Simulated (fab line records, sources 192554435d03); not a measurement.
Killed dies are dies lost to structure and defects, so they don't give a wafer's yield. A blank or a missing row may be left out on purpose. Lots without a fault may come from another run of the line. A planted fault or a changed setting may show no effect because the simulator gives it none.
Chamber matching | flow n5_finfet | N5_MOL_CONTACT_COAG_ETCH_124 on rie_diel-04: 4 sister chambers
The step etches SiNx in CH3F/O2, stops on SiOC, target depth 6.5 nm. 16 wafers are shown with their chamber, then 8 later ones without.

WAFERS WITH THEIR CHAMBER
wafer  | chamber | showerhead_plenum_p_Torr (Torr) | drypump_motor_current_A (A) | rf_vpp_V (V)
L074.2 | 1       | 2.05                            | 5.8                         | 308
L074.3 | 3       | 2.07                            | 5.7                         | 297
L074.5 | 0       | 1.89                            | 5.5                         | 297
L078.1 | 1       | 2.05                            | 5.8                         | 307
L078.2 | 3       | 2.07                            | 5.7                         | 297
L078.4 | 3       | 2.07                            | 5.7                         | 299
L079.1 | 2       | 2.06                            | 4.7                         | 281
L079.3 | 3       | 2.07                            | 5.6                         | 296
L079.6 | 2       | 2.06                            | 4.7                         | 282
L081.1 | 1       | 2.05                            | 5.8                         | 309
L081.4 | 0       | 1.89                            | 5.5                         | 295
L081.6 | 1       | 2.05                            | 5.8                         | 307
L083.2 | 0       | 1.88                            | 5.6                         | 297
L083.3 | 3       | 2.07                            | 5.7                         | 298
L083.4 | 1       | 2.05                            | 5.8                         | 308
L084.4 | 2       | 2.06                            | 4.7                         | 281

SIGNATURES (means of the wafers above)
reading                  | chamber 0 | chamber 1 | chamber 2 | chamber 3 | scatter within a chamber
showerhead_plenum_p_Torr | 1.8867    | 2.0500    | 2.0600    | 2.0700    | 0.00236
drypump_motor_current_A  | 5.533     | 5.800     | 4.700     | 5.680     | 0.035
rf_vpp_V                 | 296.33    | 307.80    | 281.33    | 297.40    | 0.972
Rule: a wafer's distance from a chamber is the root of the sum, over the readings, of the square of ((its reading less the chamber's mean) divided by the reading's scatter). The wafer belongs to the nearest chamber; if the next one is less than 2 further off, it can't be placed. The scatter: the root of (the sum of the squares of (reading less its chamber's mean) over the shown wafers, divided by (wafers less chambers)).

WAFERS WITHOUT THEIR CHAMBER
wafer  | showerhead_plenum_p_Torr (Torr) | drypump_motor_current_A (A) | rf_vpp_V (V)
L084.5 | 2.07                            | 5.7                         | 297
L084.6 | 2.06                            | 4.8                         | 282
L085.3 | 1.88                            | 5.5                         | 298
L085.4 | 2.04                            | 5.8                         | 308
L085.5 | 1.88                            | 5.6                         | 296
L089.1 | 2.04                            | 5.8                         | 308
L089.2 | 2.05                            | 4.8                         | 282
L089.6 | 2.06                            | 5.6                         | 296

WHICH CHAMBER EACH WENT THROUGH
wafer  | from the rows above | in truth
L084.5 | 3                   | 3
L084.6 | 2                   | 2
L085.3 | 0                   | 0
L085.4 | 1                   | 1
L085.5 | 0                   | 0
L089.1 | 1                   | 1
L089.2 | 2                   | 2
L089.6 | 3                   | 3
Placed correctly: 8 of 8. Can't be placed from these rows: 0. Placed wrongly: 0.
